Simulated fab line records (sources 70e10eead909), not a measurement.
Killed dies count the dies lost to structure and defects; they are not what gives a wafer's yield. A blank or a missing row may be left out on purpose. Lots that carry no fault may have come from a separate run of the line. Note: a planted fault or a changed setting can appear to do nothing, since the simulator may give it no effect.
fab line records :: flow nand_harc
record:
  lots: 6
  wafers: 18
  last_day: 30
route steps=1302 shown A_ONON_D2@548 END@1302
lots with no fault: from the same line, run without faults
start_h: hours from the record's first day to the start of the lot's first wafer shown :: wait_h: hours since the lot's step before :: " the same as in the row above :: L1.1+2: a single row standing in for several wafers :: - no value present, or no start provided :: * or withheld: withheld :: < > ~ a bound
route shown NAME@n: names a module that has steps shown in the file, with the first one's number in the route :: usual: the fault-free wafers' mean and standard deviation :: same: alike in all rows :: chamber/n: place in a boat :: sites: readings site by site :: _std_site: the values' standard deviation :: _edge_site: inner sites' mean taken away from outer sites' mean :: radius_mm: for every site, how far away it sits from the centre of the wafer :: mask NAME#n: copy n :: behind: the last tool/chamber to shape the wafer :: hold: why the lot went on hold/how many hours it stayed there/how the hold came to an end :: device: names the non-switching transistor (n, p or np) :: end of line: at the end of the route, the tests of the same wafers :: a step without rows: its recipe alone :: killed: the dies lost at the first sort to structure and to defects; this is not the yield of the wafer :: map: per-die view of a wafer (x killed, . not killed, _ where there is no die)
set.NAME: setting as actually run; set.NAME@STEP: the setting as run at that earlier step :: model.NAME: the simulator's own value behind a step, which no gauge read
certain route steps with their lots: each step a table, each wafer a row
services: when a tool's chamber went out of use (start_h, in hours from the record's first day, below 0 if earlier), for how many hours, and the reason
== steps ==
step: NHARC_A_ONON_D2_THK_MEAS_05
recipe:
  thk_meas_gauge: ellipsometry
usual:
  thk_nm: 1003/8.7
lot.wafer: L239.1
tool: film_metro-02
chamber: -
start_h: 312.24
wait_h: -
thk_nm: 985

lot.wafer: L239.4
tool: film_metro-02
chamber: -
start_h: 312.24
wait_h: -
thk_nm: 983

lot.wafer: L239.5
tool: film_metro-02
chamber: -
start_h: 312.24
wait_h: -
thk_nm: 982

lot.wafer: L243.3
tool: film_metro-02
chamber: -
start_h: 351.41
wait_h: -
thk_nm: 993

lot.wafer: L243.5
tool: film_metro-02
chamber: -
start_h: 351.41
wait_h: -
thk_nm: 995

lot.wafer: L243.6
tool: film_metro-02
chamber: -
start_h: 351.41
wait_h: -
thk_nm: 994

lot.wafer: L244.3
tool: film_metro-01
chamber: -
start_h: 364.98
wait_h: -
thk_nm: 1004

lot.wafer: L244.4
tool: film_metro-01
chamber: -
start_h: 364.98
wait_h: -
thk_nm: 1006

lot.wafer: L244.5
tool: film_metro-01
chamber: -
start_h: 364.98
wait_h: -
thk_nm: 1005

lot.wafer: L245.3
tool: film_metro-02
chamber: -
start_h: 367.64
wait_h: -
thk_nm: 1003

lot.wafer: L245.4
tool: film_metro-02
chamber: -
start_h: 367.64
wait_h: -
thk_nm: 1003

lot.wafer: L245.5
tool: film_metro-02
chamber: -
start_h: 367.64
wait_h: -
thk_nm: 1003

lot.wafer: L252.1
tool: film_metro-02
chamber: -
start_h: 443.46
wait_h: -
thk_nm: 1018

lot.wafer: L252.3
tool: film_metro-02
chamber: -
start_h: 443.46
wait_h: -
thk_nm: 1017

lot.wafer: L252.5
tool: film_metro-02
chamber: -
start_h: 443.46
wait_h: -
thk_nm: 1018

lot.wafer: L253.1
tool: film_metro-01
chamber: -
start_h: 446.10
wait_h: -
thk_nm: 996

lot.wafer: L253.5
tool: film_metro-01
chamber: -
start_h: 446.10
wait_h: -
thk_nm: 997

lot.wafer: L253.6
tool: film_metro-01
chamber: -
start_h: 446.10
wait_h: -
thk_nm: 995
step: NHARC_A_ONON_D2_DEP_06
recipe:
  target_thk_a: 10000
  n2_flow_sccm: 2750
  n2o_flow_sccm: 2000
  nh3_flow_sccm: 500
  sih4_flow_sccm: 210
  temp_c: 400
step: NHARC_A_ONON_D2_THK_MEAS_08
recipe:
  thk_meas_gauge: ellipsometry
usual:
  thk_nm: 999/8.5
lot.wafer: L239.1
tool: film_metro-02
chamber: -
start_h: 312.81
wait_h: -
thk_nm: 992

lot.wafer: L239.4
tool: film_metro-02
chamber: -
start_h: 312.81
wait_h: -
thk_nm: 993

lot.wafer: L239.5
tool: film_metro-02
chamber: -
start_h: 312.81
wait_h: -
thk_nm: 994

lot.wafer: L243.3
tool: film_metro-01
chamber: -
start_h: 351.98
wait_h: -
thk_nm: 993

lot.wafer: L243.5
tool: film_metro-01
chamber: -
start_h: 351.98
wait_h: -
thk_nm: 990

lot.wafer: L243.6
tool: film_metro-01
chamber: -
start_h: 351.98
wait_h: -
thk_nm: 992

lot.wafer: L244.3
tool: film_metro-01
chamber: -
start_h: 365.55
wait_h: -
thk_nm: 993

lot.wafer: L244.4
tool: film_metro-01
chamber: -
start_h: 365.55
wait_h: -
thk_nm: 995

lot.wafer: L244.5
tool: film_metro-01
chamber: -
start_h: 365.55
wait_h: -
thk_nm: 995

lot.wafer: L245.3
tool: film_metro-02
chamber: -
start_h: 368.21
wait_h: -
thk_nm: 997

lot.wafer: L245.4
tool: film_metro-02
chamber: -
start_h: 368.21
wait_h: -
thk_nm: 997

lot.wafer: L245.5
tool: film_metro-02
chamber: -
start_h: 368.21
wait_h: -
thk_nm: 997

lot.wafer: L252.1
tool: film_metro-01
chamber: -
start_h: 444.03
wait_h: -
thk_nm: 1004

lot.wafer: L252.3
tool: film_metro-01
chamber: -
start_h: 444.03
wait_h: -
thk_nm: 1005

lot.wafer: L252.5
tool: film_metro-01
chamber: -
start_h: 444.03
wait_h: -
thk_nm: 1005

lot.wafer: L253.1
tool: film_metro-01
chamber: -
start_h: 446.68
wait_h: -
thk_nm: 993

lot.wafer: L253.5
tool: film_metro-01
chamber: -
start_h: 446.68
wait_h: -
thk_nm: 994

lot.wafer: L253.6
tool: film_metro-01
chamber: -
start_h: 446.68
wait_h: -
thk_nm: 994
step: NHARC_A_ONON_D2_DEP_09
recipe:
  target_thk_a: 10000
  n2_flow_sccm: 2750
  n2o_flow_sccm: 2000
  nh3_flow_sccm: 500
  sih4_flow_sccm: 210
  temp_c: 400
step: NHARC_A_ONON_D2_THK_MEAS_11
recipe:
  thk_meas_gauge: ellipsometry
usual:
  thk_nm: 1000/10
lot.wafer: L239.1
tool: film_metro-02
chamber: -
start_h: 313.37
wait_h: -
thk_nm: 1018

lot.wafer: L239.4
tool: film_metro-02
chamber: -
start_h: 313.37
wait_h: -
thk_nm: 1019

lot.wafer: L239.5
tool: film_metro-02
chamber: -
start_h: 313.37
wait_h: -
thk_nm: 1019

lot.wafer: L243.3
tool: film_metro-02
chamber: -
start_h: 352.55
wait_h: -
thk_nm: 990

lot.wafer: L243.5
tool: film_metro-02
chamber: -
start_h: 352.55
wait_h: -
thk_nm: 993

lot.wafer: L243.6
tool: film_metro-02
chamber: -
start_h: 352.55
wait_h: -
thk_nm: 993

lot.wafer: L244.3
tool: film_metro-01
chamber: -
start_h: 366.11
wait_h: -
thk_nm: 1009

lot.wafer: L244.4
tool: film_metro-01
chamber: -
start_h: 366.11
wait_h: -
thk_nm: 1009

lot.wafer: L244.5
tool: film_metro-01
chamber: -
start_h: 366.11
wait_h: -
thk_nm: 1008

lot.wafer: L245.3
tool: film_metro-02
chamber: -
start_h: 368.77
wait_h: -
thk_nm: 995

lot.wafer: L245.4
tool: film_metro-02
chamber: -
start_h: 368.77
wait_h: -
thk_nm: 995

lot.wafer: L245.5
tool: film_metro-02
chamber: -
start_h: 368.77
wait_h: -
thk_nm: 997

lot.wafer: L252.1
tool: film_metro-02
chamber: -
start_h: 444.60
wait_h: -
thk_nm: 1013

lot.wafer: L252.3
tool: film_metro-02
chamber: -
start_h: 444.60
wait_h: -
thk_nm: 1014

lot.wafer: L252.5
tool: film_metro-02
chamber: -
start_h: 444.60
wait_h: -
thk_nm: 1014

lot.wafer: L253.1
tool: film_metro-02
chamber: -
start_h: 447.24
wait_h: -
thk_nm: 1015

lot.wafer: L253.5
tool: film_metro-02
chamber: -
start_h: 447.24
wait_h: -
thk_nm: 1014

lot.wafer: L253.6
tool: film_metro-02
chamber: -
start_h: 447.24
wait_h: -
thk_nm: 1015
step: NHARC_A_ONON_D2_DEP_12
recipe:
  target_thk_a: 10000
  n2_flow_sccm: 2750
  n2o_flow_sccm: 2000
  nh3_flow_sccm: 500
  sih4_flow_sccm: 210
  temp_c: 400
step: NHARC_A_ONON_D2_THK_MEAS_14
recipe:
  thk_meas_gauge: ellipsometry
usual:
  thk_nm: 1000/8.7
lot.wafer: L239.1
tool: film_metro-02
chamber: -
start_h: 313.95
wait_h: -
thk_nm: 1005

lot.wafer: L239.4
tool: film_metro-02
chamber: -
start_h: 313.95
wait_h: -
thk_nm: 1006

lot.wafer: L239.5
tool: film_metro-02
chamber: -
start_h: 313.95
wait_h: -
thk_nm: 1003

lot.wafer: L243.3
tool: film_metro-02
chamber: -
start_h: 353.13
wait_h: -
thk_nm: 999

lot.wafer: L243.5
tool: film_metro-02
chamber: -
start_h: 353.13
wait_h: -
thk_nm: 998

lot.wafer: L243.6
tool: film_metro-02
chamber: -
start_h: 353.13
wait_h: -
thk_nm: 999

lot.wafer: L244.3
tool: film_metro-02
chamber: -
start_h: 366.68
wait_h: -
thk_nm: 998

lot.wafer: L244.4
tool: film_metro-02
chamber: -
start_h: 366.68
wait_h: -
thk_nm: 997

lot.wafer: L244.5
tool: film_metro-02
chamber: -
start_h: 366.68
wait_h: -
thk_nm: 998

lot.wafer: L245.3
tool: film_metro-02
chamber: -
start_h: 369.33
wait_h: -
thk_nm: 1005

lot.wafer: L245.4
tool: film_metro-02
chamber: -
start_h: 369.33
wait_h: -
thk_nm: 1004

lot.wafer: L245.5
tool: film_metro-02
chamber: -
start_h: 369.33
wait_h: -
thk_nm: 1002

lot.wafer: L252.1
tool: film_metro-01
chamber: -
start_h: 445.17
wait_h: -
thk_nm: 996

lot.wafer: L252.3
tool: film_metro-01
chamber: -
start_h: 445.17
wait_h: -
thk_nm: 995

lot.wafer: L252.5
tool: film_metro-01
chamber: -
start_h: 445.17
wait_h: -
thk_nm: 996

lot.wafer: L253.1
tool: film_metro-01
chamber: -
start_h: 447.80
wait_h: -
thk_nm: 1009

lot.wafer: L253.5
tool: film_metro-01
chamber: -
start_h: 447.80
wait_h: -
thk_nm: 1009

lot.wafer: L253.6
tool: film_metro-01
chamber: -
start_h: 447.80
wait_h: -
thk_nm: 1010
step: NHARC_A_ONON_D2_ANNEAL_15
recipe:
  temp_c: 750
  time_s: 3600
step: NHARC_A_ONON_D2_DEP_16
recipe:
  target_thk_a: 10000
  n2_flow_sccm: 2750
  n2o_flow_sccm: 2000
  nh3_flow_sccm: 500
  sih4_flow_sccm: 210
  temp_c: 400
step: NHARC_A_ONON_D2_THK_MEAS_18
recipe:
  thk_meas_gauge: ellipsometry
usual:
  thk_nm: 1004/13
lot.wafer: L239.1
tool: film_metro-02
chamber: -
start_h: 322.10
wait_h: -
thk_nm: 1000

lot.wafer: L239.4
tool: film_metro-02
chamber: -
start_h: 322.10
wait_h: -
thk_nm: 999

lot.wafer: L239.5
tool: film_metro-02
chamber: -
start_h: 322.10
wait_h: -
thk_nm: 999

lot.wafer: L243.3
tool: film_metro-01
chamber: -
start_h: 360.51
wait_h: -
thk_nm: 1016

lot.wafer: L243.5
tool: film_metro-01
chamber: -
start_h: 360.51
wait_h: -
thk_nm: 1016

lot.wafer: L243.6
tool: film_metro-01
chamber: -
start_h: 360.51
wait_h: -
thk_nm: 1015

lot.wafer: L244.3
tool: film_metro-01
chamber: -
start_h: 374.61
wait_h: -
thk_nm: 1003

lot.wafer: L244.4
tool: film_metro-01
chamber: -
start_h: 374.61
wait_h: -
thk_nm: 1002

lot.wafer: L244.5
tool: film_metro-01
chamber: -
start_h: 374.61
wait_h: -
thk_nm: 1003

lot.wafer: L245.3
tool: film_metro-01
chamber: -
start_h: 374.63
wait_h: -
thk_nm: 1024

lot.wafer: L245.4
tool: film_metro-01
chamber: -
start_h: 374.63
wait_h: -
thk_nm: 1025

lot.wafer: L245.5
tool: film_metro-01
chamber: -
start_h: 374.63
wait_h: -
thk_nm: 1024

lot.wafer: L252.1
tool: film_metro-02
chamber: -
start_h: 452.55
wait_h: -
thk_nm: 1008

lot.wafer: L252.3
tool: film_metro-02
chamber: -
start_h: 452.55
wait_h: -
thk_nm: 1007

lot.wafer: L252.5
tool: film_metro-02
chamber: -
start_h: 452.55
wait_h: -
thk_nm: 1004

lot.wafer: L253.1
tool: film_metro-01
chamber: -
start_h: 452.55
wait_h: -
thk_nm: 1020

lot.wafer: L253.5
tool: film_metro-01
chamber: -
start_h: 452.55
wait_h: -
thk_nm: 1020

lot.wafer: L253.6
tool: film_metro-01
chamber: -
start_h: 452.55
wait_h: -
thk_nm: 1022
step: NHARC_A_ONON_D2_DEP_19
recipe:
  target_thk_a: 10000
  n2_flow_sccm: 2750
  n2o_flow_sccm: 2000
  nh3_flow_sccm: 500
  sih4_flow_sccm: 210
  temp_c: 400
step: NHARC_A_ONON_D2_THK_MEAS_21
recipe:
  thk_meas_gauge: ellipsometry
usual:
  thk_nm: 1002/8.7
lot.wafer: L239.1
tool: film_metro-02
chamber: -
start_h: 322.66
wait_h: -
thk_nm: 1006

lot.wafer: L239.4
tool: film_metro-02
chamber: -
start_h: 322.66
wait_h: -
thk_nm: 1006

lot.wafer: L239.5
tool: film_metro-02
chamber: -
start_h: 322.66
wait_h: -
thk_nm: 1005

lot.wafer: L243.3
tool: film_metro-02
chamber: -
start_h: 361.07
wait_h: -
thk_nm: 989

lot.wafer: L243.5
tool: film_metro-02
chamber: -
start_h: 361.07
wait_h: -
thk_nm: 992

lot.wafer: L243.6
tool: film_metro-02
chamber: -
start_h: 361.07
wait_h: -
thk_nm: 992

lot.wafer: L244.3
tool: film_metro-01
chamber: -
start_h: 375.18
wait_h: -
thk_nm: 997

lot.wafer: L244.4
tool: film_metro-01
chamber: -
start_h: 375.18
wait_h: -
thk_nm: 998

lot.wafer: L244.5
tool: film_metro-01
chamber: -
start_h: 375.18
wait_h: -
thk_nm: 998

lot.wafer: L245.3
tool: film_metro-01
chamber: -
start_h: 375.19
wait_h: -
thk_nm: 999

lot.wafer: L245.4
tool: film_metro-01
chamber: -
start_h: 375.19
wait_h: -
thk_nm: 999

lot.wafer: L245.5
tool: film_metro-01
chamber: -
start_h: 375.19
wait_h: -
thk_nm: 999

lot.wafer: L253.1
tool: film_metro-01
chamber: -
start_h: 453.11
wait_h: -
thk_nm: 997

lot.wafer: L253.5
tool: film_metro-01
chamber: -
start_h: 453.11
wait_h: -
thk_nm: 997

lot.wafer: L253.6
tool: film_metro-01
chamber: -
start_h: 453.11
wait_h: -
thk_nm: 998

lot.wafer: L252.1
tool: film_metro-02
chamber: -
start_h: 453.12
wait_h: -
thk_nm: 997

lot.wafer: L252.3
tool: film_metro-02
chamber: -
start_h: 453.12
wait_h: -
thk_nm: 996

lot.wafer: L252.5
tool: film_metro-02
chamber: -
start_h: 453.12
wait_h: -
thk_nm: 995
step: NHARC_A_ONON_D2_DEP_22
recipe:
  target_thk_a: 10000
  n2_flow_sccm: 2750
  n2o_flow_sccm: 2000
  nh3_flow_sccm: 500
  sih4_flow_sccm: 210
  temp_c: 400
lot.wafer: L239.1+4+5
tool: pecvd_onon-01
chamber: 0
start_h: 322.72
wait_h: 0.1

lot.wafer: L243.3+5+6
tool: pecvd_onon-04
chamber: 0
start_h: 361.25
wait_h: 0.2

lot.wafer: L244.3+4+5
tool: pecvd_onon-04
chamber: 0
start_h: 375.35
wait_h: 0.2

lot.wafer: L245.3+4+5
tool: pecvd_onon-01
chamber: 0
start_h: 375.36
wait_h: 0.2

lot.wafer: L253.1+5+6
tool: pecvd_onon-02
chamber: 0
start_h: 453.16
wait_h: 0.1

lot.wafer: L252.1+3+5
tool: pecvd_onon-04
chamber: 0
start_h: 453.17
wait_h: 0.1
step: NHARC_A_ONON_D2_THK_MEAS_24
recipe:
  thk_meas_gauge: ellipsometry
usual:
  thk_nm: 1003/11
lot.wafer: L239.1
tool: film_metro-02
chamber: -
start_h: 323.23
wait_h: -
thk_nm: 1007

lot.wafer: L239.4
tool: film_metro-02
chamber: -
start_h: 323.23
wait_h: -
thk_nm: 1007

lot.wafer: L239.5
tool: film_metro-02
chamber: -
start_h: 323.23
wait_h: -
thk_nm: 1006

lot.wafer: L243.3
tool: film_metro-01
chamber: -
start_h: 361.64
wait_h: -
thk_nm: 997

lot.wafer: L243.5
tool: film_metro-01
chamber: -
start_h: 361.64
wait_h: -
thk_nm: 1325

lot.wafer: L243.6
tool: film_metro-01
chamber: -
start_h: 361.64
wait_h: -
thk_nm: 1322

lot.wafer: L244.3
tool: film_metro-01
chamber: -
start_h: 375.75
wait_h: -
thk_nm: 1018

lot.wafer: L244.4
tool: film_metro-01
chamber: -
start_h: 375.75
wait_h: -
thk_nm: 1019

lot.wafer: L244.5
tool: film_metro-01
chamber: -
start_h: 375.75
wait_h: -
thk_nm: 1343

lot.wafer: L245.3
tool: film_metro-01
chamber: -
start_h: 375.76
wait_h: -
thk_nm: 1009

lot.wafer: L245.4
tool: film_metro-01
chamber: -
start_h: 375.76
wait_h: -
thk_nm: 1009

lot.wafer: L245.5
tool: film_metro-01
chamber: -
start_h: 375.76
wait_h: -
thk_nm: 1007

lot.wafer: L253.1
tool: film_metro-02
chamber: -
start_h: 453.67
wait_h: -
thk_nm: 1001

lot.wafer: L253.5
tool: film_metro-02
chamber: -
start_h: 453.67
wait_h: -
thk_nm: 999

lot.wafer: L253.6
tool: film_metro-02
chamber: -
start_h: 453.67
wait_h: -
thk_nm: 1000

lot.wafer: L252.1
tool: film_metro-01
chamber: -
start_h: 453.69
wait_h: -
thk_nm: 994

lot.wafer: L252.3
tool: film_metro-01
chamber: -
start_h: 453.69
wait_h: -
thk_nm: 995

lot.wafer: L252.5
tool: film_metro-01
chamber: -
start_h: 453.69
wait_h: -
thk_nm: 996
step: NHARC_A_ONON_D2_DEP_25
recipe:
  target_thk_a: 10000
  n2_flow_sccm: 2750
  n2o_flow_sccm: 2000
  nh3_flow_sccm: 500
  sih4_flow_sccm: 210
  temp_c: 400
step: NHARC_END_SORT_01
recipe:
  temp_c: 25
usual:
  killed_at_array: 55/22
  killed_at_other: 1.1/1.4
  killed_at_periphery: 4/3.2
  killed_dies: 59/22
  killed_open: 3.3/1.8
  killed_short: 2.5/1.5
same:
  gross_dies: 677
lot.wafer: L243.5
tool: prober-01
chamber: 0
start_h: 656.92
wait_h: 3.6
killed_at_array: 672
killed_at_other: 3
killed_at_periphery: 2
killed_dies: 677
killed_open: 2
killed_short: 3

lot.wafer: L243.6
tool: prober-01
chamber: 0
start_h: 657.70
wait_h: 3.9
killed_at_array: 672
killed_at_other: 2
killed_at_periphery: 3
killed_dies: 677
killed_open: 3
killed_short: 2

lot.wafer: L244.5
tool: prober-02
chamber: 0
start_h: 664.11
wait_h: 3.7
killed_at_array: 670
killed_at_other: 0
killed_at_periphery: 7
killed_dies: 677
killed_open: 5
killed_short: 2
killed by level:class
L243.5 A_ONON_D2:area_dep=605 A_CHANNEL_HOLE_D1:chamber_film_flake=40 A_CHANNEL_HOLE_D2:chamber_film_flake=15 A_STAIRCASE:chamber_film_flake=5 THIN_TSV:chamber_film_flake=3 A_CHANNEL_FILL_D2:geometric_particle:short=2 P_CONTACT:geometric_particle:open=1 A_ONON_D2:geometric_particle:short=1
L243.6 A_ONON_D2:area_dep=630 A_CHANNEL_HOLE_D1:chamber_film_flake=14 A_CHANNEL_HOLE_D2:chamber_film_flake=13 A_STAIRCASE:chamber_film_flake=7 A_CONTACT:chamber_film_flake=2 THIN_TSV:chamber_film_flake=2 P_M0:geometric_particle:open=1 A_DECK1_JOINT:geometric_particle:short=1
L244.5 A_ONON_D2:area_dep=605 A_SLIT:chamber_film_flake=28 A_CHANNEL_HOLE_D1:chamber_film_flake=23 A_CHANNEL_HOLE_D2:chamber_film_flake=8 A_ONON_D2:geometric_particle:open=2 P_CONTACT:chamber_film_flake=2 A_STAIRCASE:chamber_film_flake=2 P_GATE:geometric_particle:short=1
map L243.5 (x killed, . not)
____________x____________
_________xxxxxxx_________
_______xxxxxxxxxxx_______
______xxxxxxxxxxxxx______
_____xxxxxxxxxxxxxxx_____
____xxxxxxxxxxxxxxxxx____
____xxxxxxxxxxxxxxxxx____
___xxxxxxxxxxxxxxxxxxx___
___xxxxxxxxxxxxxxxxxxx___
__xxxxxxxxxxxxxxxxxxxxx__
__xxxxxxxxxxxxxxxxxxxxx__
_xxxxxxxxxxxxxxxxxxxxxxx_
_xxxxxxxxxxxxxxxxxxxxxxx_
_xxxxxxxxxxxxxxxxxxxxxxx_
_xxxxxxxxxxxxxxxxxxxxxxx_
_xxxxxxxxxxxxxxxxxxxxxxx_
xxxxxxxxxxxxxxxxxxxxxxxxx
xxxxxxxxxxxxxxxxxxxxxxxxx
xxxxxxxxxxxxxxxxxxxxxxxxx
xxxxxxxxxxxxxxxxxxxxxxxxx
xxxxxxxxxxxxxxxxxxxxxxxxx
_xxxxxxxxxxxxxxxxxxxxxxx_
_xxxxxxxxxxxxxxxxxxxxxxx_
_xxxxxxxxxxxxxxxxxxxxxxx_
_xxxxxxxxxxxxxxxxxxxxxxx_
_xxxxxxxxxxxxxxxxxxxxxxx_
__xxxxxxxxxxxxxxxxxxxxx__
__xxxxxxxxxxxxxxxxxxxxx__
___xxxxxxxxxxxxxxxxxxx___
___xxxxxxxxxxxxxxxxxxx___
____xxxxxxxxxxxxxxxxx____
____xxxxxxxxxxxxxxxxx____
_____xxxxxxxxxxxxxxx_____
______xxxxxxxxxxxxx______
_______xxxxxxxxxxx_______
_________xxxxxxx_________
____________x____________
map L244.5 (x killed, . not)
____________x____________
_________xxxxxxx_________
_______xxxxxxxxxxx_______
______xxxxxxxxxxxxx______
_____xxxxxxxxxxxxxxx_____
____xxxxxxxxxxxxxxxxx____
____xxxxxxxxxxxxxxxxx____
___xxxxxxxxxxxxxxxxxxx___
___xxxxxxxxxxxxxxxxxxx___
__xxxxxxxxxxxxxxxxxxxxx__
__xxxxxxxxxxxxxxxxxxxxx__
_xxxxxxxxxxxxxxxxxxxxxxx_
_xxxxxxxxxxxxxxxxxxxxxxx_
_xxxxxxxxxxxxxxxxxxxxxxx_
_xxxxxxxxxxxxxxxxxxxxxxx_
_xxxxxxxxxxxxxxxxxxxxxxx_
xxxxxxxxxxxxxxxxxxxxxxxxx
xxxxxxxxxxxxxxxxxxxxxxxxx
xxxxxxxxxxxxxxxxxxxxxxxxx
xxxxxxxxxxxxxxxxxxxxxxxxx
xxxxxxxxxxxxxxxxxxxxxxxxx
_xxxxxxxxxxxxxxxxxxxxxxx_
_xxxxxxxxxxxxxxxxxxxxxxx_
_xxxxxxxxxxxxxxxxxxxxxxx_
_xxxxxxxxxxxxxxxxxxxxxxx_
_xxxxxxxxxxxxxxxxxxxxxxx_
__xxxxxxxxxxxxxxxxxxxxx__
__xxxxxxxxxxxxxxxxxxxxx__
___xxxxxxxxxxxxxxxxxxx___
___xxxxxxxxxxxxxxxxxxx___
____xxxxxxxxxxxxxxxxx____
____xxxxxxxxxxxxxxxxx____
_____xxxxxxxxxxxxxxx_____
______xxxxxxxxxxxxx______
_______xxxxxxxxxxx_______
_________xxxxxxx_________
____________x____________
== services ==
tool: pecvd_onon-04
chamber: -
start_h: 311.00
hours: 13.0
kind: pm

tool: pecvd_onon-02
chamber: -
start_h: 366.28
hours: 13.0
kind: pm

tool: pecvd_onon-01
chamber: -
start_h: 450.95
hours: 13.0
kind: pm
== key ==
first_sign:
  step: NHARC_A_ONON_D2_THK_MEAS_24
  reading: thk_nm
  direction: up
  sigmas: 31
  usual: 1003
  struck: 1330
effect:
  step: NHARC_END_SORT_01
  reading: killed_dies
  direction: up
  sigmas: 28
  usual: 59
  struck: 677
more_kills_born_at:
  NHARC_A_ONON_D2_DEP_22@pecvd_onon-04: 1840
met_at NHARC_A_ONON_D2_DEP_22
struck_wafers L243.5,L243.6,L244.5
later_rows_left_out L243.5,L243.6,L244.5
tester_left_out L243,L244
fault:
  kind: process_parameter_drift
  tool: pecvd_onon-04
  chamber: -
  onset_h: 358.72
  steps: NHARC_A_ONON_D2_DEP_22
  channel: target_thk_a
  offset: *
  shape: step
  end_h: 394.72
  scope: struck_wafers_only
  acts_in: *
  stated: *
tester_left_out: of these lots the tester's yield and bins aren't shown, on N5 and GAA mostly nor the transistor test; their killed dies are dies lost to structure and defects alone, not to doping, threshold or leakage, so they don't give the yield
later_rows_left_out: the simulator's readings of these wafers behind a module that went badly wrong aren't trusted and aren't shown, but for the sort
